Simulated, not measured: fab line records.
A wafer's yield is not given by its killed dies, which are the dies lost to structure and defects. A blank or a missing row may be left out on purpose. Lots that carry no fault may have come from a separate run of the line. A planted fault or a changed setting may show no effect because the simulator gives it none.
Which tool did it? :: flow nand harc :: 24 lots with 72 wafers sampled at 3 steps, on a route of 1159 steps

## WHAT THE GAUGES READ, wafer by wafer
NHARC_P_CONTACT_CD_MEAS_12 targets a cd of 90 nm. Usual: 90.5 nm for cd nm, sd 0.73.
lot: L074
measured: day 5 05:46
on: cd sem-03
cd nm (nm): 89.9 88.7 90.0
flag: 

lot: L075
measured: day 5 21:25
on: cd sem-03
cd nm (nm): 90.2 89.8 90.2
flag: 

lot: L077
measured: day 5 23:28
on: cd sem-03
cd nm (nm): 90.9 91.4 90.8
flag: 

lot: L076
measured: day 5 23:56
on: cd sem-02
cd nm (nm): 90.4 91.6 89.5
flag: 

lot: L079
measured: day 6 12:43
on: cd sem-01
cd nm (nm): 90.5 90.3 91.1
flag: 

lot: L078
measured: day 6 13:35
on: cd sem-01
cd nm (nm): 90.3 90.5 90.2
flag: 

lot: L080
measured: day 7 05:16
on: cd sem-02
cd nm (nm): 90.5 89.2 90.5
flag: 

lot: L081
measured: day 7 07:42
on: cd sem-03
cd nm (nm): 91.7 91.3 92.0
flag: 

lot: L082
measured: day 7 15:26
on: cd sem-01
cd nm (nm): 90.0 91.7 89.2
flag: 

lot: L084
measured: day 8 01:20
on: cd sem-03
cd nm (nm): 91.3 90.3 91.3
flag: 

lot: L083
measured: day 8 02:11
on: cd sem-01
cd nm (nm): 90.6 90.3 89.7
flag: 

lot: L085
measured: day 9 00:08
on: cd sem-03
cd nm (nm): 91.6 89.7 91.0
flag: 

lot: L087
measured: day 9 01:14
on: cd sem-01
cd nm (nm): 90.0 90.4 90.2
flag: 

lot: L086
measured: day 9 01:59
on: cd sem-01
cd nm (nm): 90.3 90.3 90.3
flag: 

lot: L088
measured: day 9 09:44
on: cd sem-01
cd nm (nm): 90.1 90.5 90.4
flag: 

lot: L089
measured: day 9 17:14
on: cd sem-03
cd nm (nm): 91.2 90.8 90.8
flag: 

lot: L090
measured: day 9 18:06
on: cd sem-01
cd nm (nm): 89.5 90.0 90.4
flag: 

lot: L091
measured: day 9 21:47
on: cd sem-03
cd nm (nm): 91.0 91.5 90.9
flag: 

lot: L092
measured: day 9 23:09
on: cd sem-03
cd nm (nm): 90.1 90.0 90.7
flag: 

lot: L093
measured: day 10 12:54
on: cd sem-01
cd nm (nm): 90.7 90.7 91.3
flag: 

lot: L095
measured: day 10 13:31
on: cd sem-02
cd nm (nm): 90.7 90.0 91.1
flag: 

lot: L094
measured: day 10 14:00
on: cd sem-03
cd nm (nm): 90.8 91.4 91.8
flag: 

lot: L096
measured: day 10 22:53
on: cd sem-02
cd nm (nm): 91.7 90.3 91.0
flag: 

lot: L097
measured: day 11 04:40
on: cd sem-01
cd nm (nm): 90.8 90.6 90.2
flag: 

NHARC_P_CONTACT_OVL_MEAS_13. Usual: overlay x nm 0.0 nm, standard deviation 0.8; overlay y nm 0.2 nm, standard deviation 1.2.
lot: L074
measured: day 5 05:52
on: overlay-01
overlay x nm (nm): 0.0 0.0 0.1
overlay y nm (nm): 1.8 1.8 1.6
flag: 

lot: L075
measured: day 5 21:31
on: overlay-01
overlay x nm (nm): 0.2 0.4 0.0
overlay y nm (nm): -0.2 -0.5 -0.7
flag: 

lot: L077
measured: day 5 23:34
on: overlay-02
overlay x nm (nm): 0.3 0.2 -0.4
overlay y nm (nm): -0.7 -0.4 -0.9
flag: 

lot: L076
measured: day 6 00:01
on: overlay-01
overlay x nm (nm): 0.0 -0.2 -0.7
overlay y nm (nm): -0.2 -0.9 -0.5
flag: 

lot: L079
measured: day 6 12:48
on: overlay-02
overlay x nm (nm): -0.2 0.1 0.0
overlay y nm (nm): -1.9 -2.3 -1.5
flag: 

lot: L078
measured: day 6 13:40
on: overlay-01
overlay x nm (nm): -1.2 -1.3 -0.4
overlay y nm (nm): 1.3 1.4 1.4
flag: 

lot: L080
measured: day 7 05:21
on: overlay-01
overlay x nm (nm): 1.0 1.3 1.1
overlay y nm (nm): 0.4 0.7 0.6
flag: 

lot: L081
measured: day 7 07:47
on: overlay-01
overlay x nm (nm): 0.2 -0.4 0.2
overlay y nm (nm): 0.4 1.2 1.0
flag: 

lot: L082
measured: day 7 15:31
on: overlay-01
overlay x nm (nm): -0.1 -0.4 -0.6
overlay y nm (nm): 0.2 0.6 0.9
flag: 

lot: L084
measured: day 8 01:25
on: overlay-01
overlay x nm (nm): -0.8 -1.1 -1.0
overlay y nm (nm): -1.0 -0.8 -1.1
flag: 

lot: L083
measured: day 8 02:17
on: overlay-02
overlay x nm (nm): 1.0 -0.2 0.4
overlay y nm (nm): 2.4 2.5 2.6
flag: 

lot: L085
measured: day 9 00:13
on: overlay-01
overlay x nm (nm): -0.1 -0.1 -0.1
overlay y nm (nm): 2.9 2.3 2.6
flag: 

lot: L087
measured: day 9 01:19
on: overlay-01
overlay x nm (nm): -0.7 -0.9 -0.5
overlay y nm (nm): -0.7 -0.9 -0.9
flag: 

lot: L086
measured: day 9 02:04
on: overlay-02
overlay x nm (nm): -1.0 -0.7 -1.9
overlay y nm (nm): -1.4 -1.8 -1.6
flag: 

lot: L088
measured: day 9 09:49
on: overlay-02
overlay x nm (nm): -0.1 -0.5 0.0
overlay y nm (nm): -0.9 -0.9 -1.1
flag: 

lot: L089
measured: day 9 17:19
on: overlay-01
overlay x nm (nm): -1.3 -1.3 -1.4
overlay y nm (nm): -0.6 -0.5 -0.1
flag: 

lot: L090
measured: day 9 18:11
on: overlay-01
overlay x nm (nm): -1.2 -0.5 -1.1
overlay y nm (nm): 0.3 0.4 0.8
flag: 

lot: L091
measured: day 9 21:52
on: overlay-02
overlay x nm (nm): -0.3 -0.4 -0.6
overlay y nm (nm): -1.0 -0.8 -0.4
flag: 

lot: L092
measured: day 9 23:14
on: overlay-02
overlay x nm (nm): 1.5 1.4 1.3
overlay y nm (nm): -0.3 0.3 0.5
flag: 

lot: L093
measured: day 10 13:00
on: overlay-02
overlay x nm (nm): 0.5 0.3 0.0
overlay y nm (nm): 0.2 0.2 0.4
flag: 

lot: L095
measured: day 10 13:36
on: overlay-02
overlay x nm (nm): 0.9 1.2 1.1
overlay y nm (nm): 0.4 0.7 0.5
flag: 

lot: L094
measured: day 10 14:06
on: overlay-02
overlay x nm (nm): -0.4 0.2 0.3
overlay y nm (nm): 1.3 0.7 1.4
flag: 

lot: L096
measured: day 10 22:59
on: overlay-01
overlay x nm (nm): -1.0 -0.2 -0.4
overlay y nm (nm): 1.6 1.9 1.1
flag: 

lot: L097
measured: day 11 04:46
on: overlay-01
overlay x nm (nm): 1.5 1.0 1.7
overlay y nm (nm): 0.5 -0.6 -0.5
flag: 

## WHICH TOOL RAN EACH LOT (tool, then ch and the chambers of the sampled wafers, then the start)
lot: L074
NHARC_P_GATE_STRIP_76: plasma asher-02 ch 0,1, day 5 00:10

lot: L075
NHARC_P_GATE_STRIP_76: plasma asher-01 ch 0,1, day 5 15:41

lot: L077
NHARC_P_GATE_STRIP_76: plasma asher-01 ch 0,1, day 5 17:49

lot: L076
NHARC_P_GATE_STRIP_76: plasma asher-01 ch 0,1, day 5 18:28

lot: L079
NHARC_P_GATE_STRIP_76: plasma asher-01 ch 0,1, day 6 07:14

lot: L078
NHARC_P_GATE_STRIP_76: plasma asher-02 ch 0,1, day 6 07:17

lot: L080
NHARC_P_GATE_STRIP_76: plasma asher-02 ch 0,1, day 6 23:22

lot: L081
NHARC_P_GATE_STRIP_76: plasma asher-01 ch 0,1, day 7 02:10

lot: L082
NHARC_P_GATE_STRIP_76: plasma asher-02 ch 0,1, day 7 09:37

lot: L084
NHARC_P_GATE_STRIP_76: plasma asher-01 ch 0,1, day 7 19:52

lot: L083
NHARC_P_GATE_STRIP_76: plasma asher-02 ch 0,1, day 7 20:22

lot: L085
NHARC_P_GATE_STRIP_76: plasma asher-01 ch 0,1, day 8 18:04

lot: L087
NHARC_P_GATE_STRIP_76: plasma asher-01 ch 0,1, day 8 18:43

lot: L086
NHARC_P_GATE_STRIP_76: plasma asher-01 ch 0,1, day 8 19:38

lot: L088
NHARC_P_GATE_STRIP_76: plasma asher-02 ch 0,1, day 9 04:11

lot: L089
NHARC_P_GATE_STRIP_76: plasma asher-01 ch 0,1, day 9 11:28

lot: L090
NHARC_P_GATE_STRIP_76: plasma asher-01 ch 0,1, day 9 12:05

lot: L091
NHARC_P_GATE_STRIP_76: plasma asher-02 ch 1, day 9 16:26

lot: L092
NHARC_P_GATE_STRIP_76: plasma asher-02 ch 0,1, day 9 17:39

lot: L093
NHARC_P_GATE_STRIP_76: plasma asher-02 ch 0,1, day 10 07:21

lot: L095
NHARC_P_GATE_STRIP_76: plasma asher-02 ch 0,1, day 10 07:41

lot: L094
NHARC_P_GATE_STRIP_76: plasma asher-01 ch 0,1, day 10 07:56

lot: L096
NHARC_P_GATE_STRIP_76: plasma asher-02 ch 0,1, day 10 17:25

lot: L097
NHARC_P_GATE_STRIP_76: plasma asher-02 ch 0,1, day 10 23:05
- NHARC_P_GATE_STRIP_76: strips in O2.

## AS READ BY THE TOOLS THEMSELVES (means over the sampled wafers that have a number; for cases with no such wafer, the mark the record gives instead)
NHARC_P_GATE_STRIP_76. Usual: drypump motor current A 5.6 A, standard deviation 0.33; heater power w 319 W, standard deviation 28.
lot: L074
tool: plasma asher-02
drypump motor current A (A): 5.3
heater power w (W): 313
flag: 

lot: L075
tool: plasma asher-01
drypump motor current A (A): 5.6
heater power w (W): 332
flag: 

lot: L077
tool: plasma asher-01
drypump motor current A (A): 5.6
heater power w (W): 339
flag: 

lot: L076
tool: plasma asher-01
drypump motor current A (A): 5.6
heater power w (W): 336
flag: 

lot: L079
tool: plasma asher-01
drypump motor current A (A): 5.8
heater power w (W): 318
flag: 

lot: L078
tool: plasma asher-02
drypump motor current A (A): 5.5
heater power w (W): 301
flag: 

lot: L080
tool: plasma asher-02
drypump motor current A (A): 5.4
heater power w (W): 311
flag: 

lot: L081
tool: plasma asher-01
drypump motor current A (A): 5.8
heater power w (W): 316
flag: 

lot: L082
tool: plasma asher-02
drypump motor current A (A): 5.5
heater power w (W): 299
flag: 

lot: L084
tool: plasma asher-01
drypump motor current A (A): 5.6
heater power w (W): 333
flag: 

lot: L083
tool: plasma asher-02
drypump motor current A (A): 5.6
heater power w (W): 295
flag: 

lot: L085
tool: plasma asher-01
drypump motor current A (A): 5.9
heater power w (W): 318
flag: 

lot: L087
tool: plasma asher-01
drypump motor current A (A): 5.9
heater power w (W): 317
flag: 

lot: L086
tool: plasma asher-01
drypump motor current A (A): 5.6
heater power w (W): 333
flag: 

lot: L088
tool: plasma asher-02
drypump motor current A (A): 5.4
heater power w (W): 327
flag: 

lot: L089
tool: plasma asher-01
drypump motor current A (A): 5.6
heater power w (W): 339
flag: 

lot: L090
tool: plasma asher-01
drypump motor current A (A): 5.6
heater power w (W): 338
flag: 

lot: L091
tool: plasma asher-02
drypump motor current A (A): 5.7
heater power w (W): 292
flag: 

lot: L092
tool: plasma asher-02
drypump motor current A (A): 5.4
heater power w (W): 326
flag: 

lot: L093
tool: plasma asher-02
drypump motor current A (A): 5.4
heater power w (W): 328
flag: 

lot: L095
tool: plasma asher-02
drypump motor current A (A): 5.4
heater power w (W): 323
flag: 

lot: L094
tool: plasma asher-01
drypump motor current A (A): 5.6
heater power w (W): 338
flag: 

lot: L096
tool: plasma asher-02
drypump motor current A (A): 5.5
heater power w (W): 305
flag: 

lot: L097
tool: plasma asher-02
drypump motor current A (A): 5.5
heater power w (W): 312
flag: 

## THE ANSWER, worked out from the rows above alone
Rule: a lot counts as off when the mean over its wafers that have a number is more than 3 standard deviations away from the usual mean. A lot without any number at a reading at which 4 lots or more have one is off too. All remaining lots with rows at the step are treated as sound. Order of review: gauges by route order, followed by the tools' own readings, for which a lot's mean as printed above is used. The first step at which some lot is off is used, and at that step the reading that is off furthest; a lot without a number counts as furthest.
No lot is off at any reading shown: from this, nothing can be told.

## WHAT WAS PUT IN BY THE SIMULATOR
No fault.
